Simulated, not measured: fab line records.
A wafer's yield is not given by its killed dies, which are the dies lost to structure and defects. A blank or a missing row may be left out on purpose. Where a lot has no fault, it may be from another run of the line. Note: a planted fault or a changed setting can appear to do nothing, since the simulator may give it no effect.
8D (eight disciplines) problem report, filled in by code / flow n5-finfet / the parts of the form that need people (team, actions taken, sign-off) are left out

1. PROBLEM STATEMENT
N5_MOL_CONTACT_COAG_INSPECT_42, raw-defect-count: mean 1466 over 1 wafer from 1 lot; wafers with no fault: 192, standard deviation 48. That is +27 standard deviations from the usual mean.
The step: inspects for defects (brightfield).
Earliest sighting: wafer L598.6 on defect-inspect-02 at day 8 12:33. The record has a number at this step for 24 wafers belonging to 8 lots. The rule behind "out" and "out of limits": a value lying over 4 standard deviations away from the usual mean. The other wafers with a number count as sound.

2. WHAT THIS IS AND IS NOT
question=which readings at this step | is=raw-defect-count | is not=-
question=which lots | is=L598 | is not=L587, L588, L589, L595, L599, L602, L606
question=which wafers of those lots | is=L598.6 | is not=L598.1, L598.3
question=read on which gauges | is=defect-inspect-02 | is not=defect-inspect-01
question=when | is=from day 8 12:33 | is not=up to then (14 sound wafers); but 9 sound wafers of L599, L602, L606 came after

3. SUSPECTS, AND WHAT RULES EACH OUT
Counting: any tool at a process step up to the reading remains a suspect provided it ran every lot that is out. Sound lots after the first of them don't rule it out here, since some wafers of a struck lot are sound.
- the gauge at N5_MOL_CONTACT_COAG_INSPECT_42: ruled out. All the wafers that are out were read on defect-inspect-02, but those of them that N5_PASSIVATION_PROBE_49 has rows for are out there too, on other tools.
- rie-diel-01 at N5_MOL_CONTACT_COAG_ETCH_89 (etches underlayer in N2/H2, target depth 13 nm, time 10.4 s): kept. The lot that is out, L598, ran on it at day 8 11:03; the last sound lot it ran before that was L587, at day 5 19:26.
- rie-diel-01 at N5_MOL_CONTACT_COAG_ETCH_90 (etches SiARC in CF4, target depth 13 nm, time 21.7 s): kept. The lot that is out, L598, ran on it at day 8 11:04; the last sound lot it ran before that was L587, at day 5 19:28.
- rie-diel-05 at N5_MOL_CONTACT_COAG_ETCHBACK_135 (etches SiO2 in CHF3, target depth 25 nm, time 16.7 s): kept. It ran the lot that is out, L598 (day 8 11:47).
- wet-bench-03 at N5_MOL_CONTACT_COAG_PRECLEAN_144 (cleans in alkaline clean, time 60 s): kept. The lot that is out, L598, ran on it at day 8 12:05; the last sound lot it ran before that was L589, at day 6 05:47.
- In wet-bench-03 at N5_MOL_CONTACT_COAG_PRECLEAN_144, the wafers that are out were processed in chamber 5 and their sound lot-mates in chambers 1, 6.
Left after counting: rie-diel-01 at N5_MOL_CONTACT_COAG_ETCH_89, rie-diel-01 at N5_MOL_CONTACT_COAG_ETCH_90, rie-diel-05 at N5_MOL_CONTACT_COAG_ETCHBACK_135, wet-bench-03 at N5_MOL_CONTACT_COAG_PRECLEAN_144.

4. THE CAUSE (what the simulator had put in)
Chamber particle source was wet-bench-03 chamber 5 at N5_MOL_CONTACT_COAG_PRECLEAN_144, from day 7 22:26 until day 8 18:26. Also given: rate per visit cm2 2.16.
Of the 4 suspects that counting leaves, this tool is one.

5. SEQUENCE OF EFFECTS, ordered by route
Each row: a reading whose mean over the struck wafers that have a number lies more than 3 standard deviations from the usual. Readings are gone through only where the record gives a usual standard deviation; hours: the median, over the lots, of the time from a lot's start at the first step in this table giving one to that lot's start at this step; sigmas: the change measured in usual standard deviations.
hours=0; step=N5_MOL_CONTACT_COAG_INSPECT_42; reading=raw-defect-count; usual=192; on struck wafers=1466; change=+1274; sigmas=+27
hours=173; step=N5_PASSIVATION_PROBE_49; reading=defect-limited-yield; usual=91.2 %; on struck wafers=81.1; change=-10.1; sigmas=-7.2
hours=173; step=N5_PASSIVATION_PROBE_49; reading=killed-at-contacts; usual=12; on struck wafers=104; change=+92; sigmas=+16
hours=173; step=N5_PASSIVATION_PROBE_49; reading=killed-at-other; usual=4; on struck wafers=19; change=+15; sigmas=+4.4
hours=173; step=N5_PASSIVATION_PROBE_49; reading=killed-dies; usual=103; on struck wafers=223; change=+120; sigmas=+7.1
hours=173; step=N5_PASSIVATION_PROBE_49; reading=killed-on-rim; usual=13; on struck wafers=30; change=+17; sigmas=+4.9
hours=173; step=N5_PASSIVATION_PROBE_49; reading=sort_bin_5_function; usual=5.1 %; on struck wafers=9.5; change=+4.4; sigmas=+4.9
hours=173; step=N5_PASSIVATION_PROBE_49; reading=sort_bin_6_memory; usual=3.3 %; on struck wafers=5.5; change=+2.2; sigmas=+3.1
hours=173; step=N5_PASSIVATION_PROBE_49; reading=sort-n-pass; usual=1077; on struck wafers=957; change=-120; sigmas=-7.1
hours=173; step=N5_PASSIVATION_PROBE_49; reading=sort-yield-pct; usual=91.2 %; on struck wafers=81.1; change=-10.1; sigmas=-7.2
The process steps in it:
- N5_PASSIVATION_PROBE_49
Later steps that measure or inspect, where all struck wafers having a row at the step show a number for every such reading and not one has moved that far: N5_BEOL_M4_RC_MEAS_101.

6. HOW IT WOULD HAVE BEEN CAUGHT EARLIER
Counted from the fault's start at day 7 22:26, it took 14 hours until the first out-of-limits reading at a measuring or inspecting step in this record, taken at day 8 12:33.
Of the tool readings at N5_MOL_CONTACT_COAG_PRECLEAN_144 for which the record gives a usual standard deviation, none was out on any struck wafer, so an alarm limit of 4 standard deviations on them would not have fired.
By day 8 12:33, every lot that is out (1) had started N5_MOL_CONTACT_COAG_PRECLEAN_144 on wet-bench-03. Tool hold at that time: it would have spared none of them.
